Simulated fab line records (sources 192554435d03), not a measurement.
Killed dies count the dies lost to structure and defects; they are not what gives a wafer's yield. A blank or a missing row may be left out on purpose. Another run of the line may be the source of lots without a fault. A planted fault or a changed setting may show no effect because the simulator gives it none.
The tool behind it: which one? | flow n5-finfet | 14 lots (41 wafers sampled), 1 step of a 1938-step route

WHAT EACH GAUGE READ, for each wafer
N5_BEOL_M10_INSPECT_13: inspects for defects (brightfield).
lot  | measured     | on                | raw-defect-count
L197 | day 9 23:38  | defect-inspect-02 | 449 453 568
L198 | day 10 16:51 | defect-inspect-01 | 270 295 230
L200 | day 10 22:31 | defect-inspect-01 | 381 472 394
L199 | day 10 22:40 | defect-inspect-02 | 532 625 527
L201 | day 11 11:14 | defect-inspect-02 | 359 407 314
L203 | day 12 01:33 | defect-inspect-02 | 360 389 249
L202 | day 12 02:35 | defect-inspect-02 | 439 457 452
L211 | day 14 00:22 | defect-inspect-02 | 485 317 539
L210 | day 14 00:33 | defect-inspect-02 | 403 358 522
L212 | day 14 08:58 | defect-inspect-02 | 387 412 393
L213 | day 14 09:45 | defect-inspect-02 | 400 435 485
L216 | day 15 02:44 | defect-inspect-01 | 370 397 494
L217 | day 15 02:57 | defect-inspect-01 | 449 390
L218 | day 15 09:13 | defect-inspect-02 | 352 399 521

EACH LOT AND THE TOOL THAT RAN IT (in order: tool; ch and the chambers of the sampled wafers; start)
The record shows no process step preceding these readings.

AS READ BY THE TOOLS THEMSELVES (means over the sampled wafers that have a number; for cases with no such wafer, the mark the record gives instead)
The record holds no such reading with a usual standard deviation.

THE ANSWER, worked out from the rows above alone
Rule: the usual values come from the lots themselves. Put in order of their means at a reading, lots are off if they are a third of the lots or fewer, leave a main group of 4 or more, and stand apart from it by a gap of 3 or more times the standard deviation of the main group's means; of several such gaps the widest counts. A main group is skipped when, at the precision printed for the reading in the tables above, its means are all equal. Also off: a lot with no number at a reading for which 4 or more lots have one. Any other lot the step has rows for is counted as sound. After the gauges, taken in route order, come the tools' own readings; for these a lot's mean is taken, as printed above. At the first step where some lot is off, the reading lying furthest off is the one used; lots without a number count as furthest.
No lot is off at any reading shown: from this, nothing can be told.

WHAT THE SIMULATOR HAD INSERTED
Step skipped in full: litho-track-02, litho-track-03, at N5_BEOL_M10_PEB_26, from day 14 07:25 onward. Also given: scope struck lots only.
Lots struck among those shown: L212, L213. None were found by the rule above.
